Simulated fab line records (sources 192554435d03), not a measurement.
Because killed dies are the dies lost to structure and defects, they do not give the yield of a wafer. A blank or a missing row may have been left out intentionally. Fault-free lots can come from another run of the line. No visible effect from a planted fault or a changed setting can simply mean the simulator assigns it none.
Matching of chambers || flow n5 finfet || rie diel-06 running N5_BEOL_M13_DESCUM_15: 4 sister chambers
The step chemistry O2, time 7.9 s. 4 wafers are shown with their chamber, then 7 later ones without.

WAFERS WITH THEIR CHAMBER
{"wafer": "L087.6", "chamber": 3, "showerhead plenum p Torr (Torr)": 2.21}
{"wafer": "L089.3", "chamber": 1, "showerhead plenum p Torr (Torr)": 2.06}
{"wafer": "L089.4", "chamber": 0, "showerhead plenum p Torr (Torr)": 2.04}
{"wafer": "L090.5", "chamber": 2, "showerhead plenum p Torr (Torr)": 2.16}

WAFERS WITHOUT THEIR CHAMBER
{"wafer": "L090.6", "showerhead plenum p Torr (Torr)": 2.04}
{"wafer": "L093.1", "showerhead plenum p Torr (Torr)": 2.04}
{"wafer": "L093.4", "showerhead plenum p Torr (Torr)": 2.20}
{"wafer": "L093.6", "showerhead plenum p Torr (Torr)": 2.15}
{"wafer": "L096.1", "showerhead plenum p Torr (Torr)": 2.06}
{"wafer": "L096.4", "showerhead plenum p Torr (Torr)": 2.04}
{"wafer": "L096.6", "showerhead plenum p Torr (Torr)": 2.06}

EACH ONE'S CHAMBER
{"wafer": "L090.6", "from the rows above": 0, "in truth": 0}
{"wafer": "L093.1", "from the rows above": 0, "in truth": 0}
{"wafer": "L093.4", "from the rows above": 3, "in truth": 3}
{"wafer": "L093.6", "from the rows above": 2, "in truth": 2}
{"wafer": "L096.1", "from the rows above": 1, "in truth": 1}
{"wafer": "L096.4", "from the rows above": 0, "in truth": 0}
{"wafer": "L096.6", "from the rows above": 1, "in truth": 1}
7 of 7 placed correctly. Can't be placed from these rows: 0. Number placed wrongly: 0.
How it was worked out, from the rows above alone: a wafer's distance from a chamber is the root of the sum, over the readings, of the square of ((its reading less the chamber's mean) divided by the reading's scatter). If the next closest chamber is less than 2 further off than the closest, the wafer can't be placed; otherwise it belongs to the closest. Each chamber's mean is taken over the wafers shown for it. The scatter: root of mean squared gap, hidden wafer to nearest shown wafer, with one shown wafer a chamber.
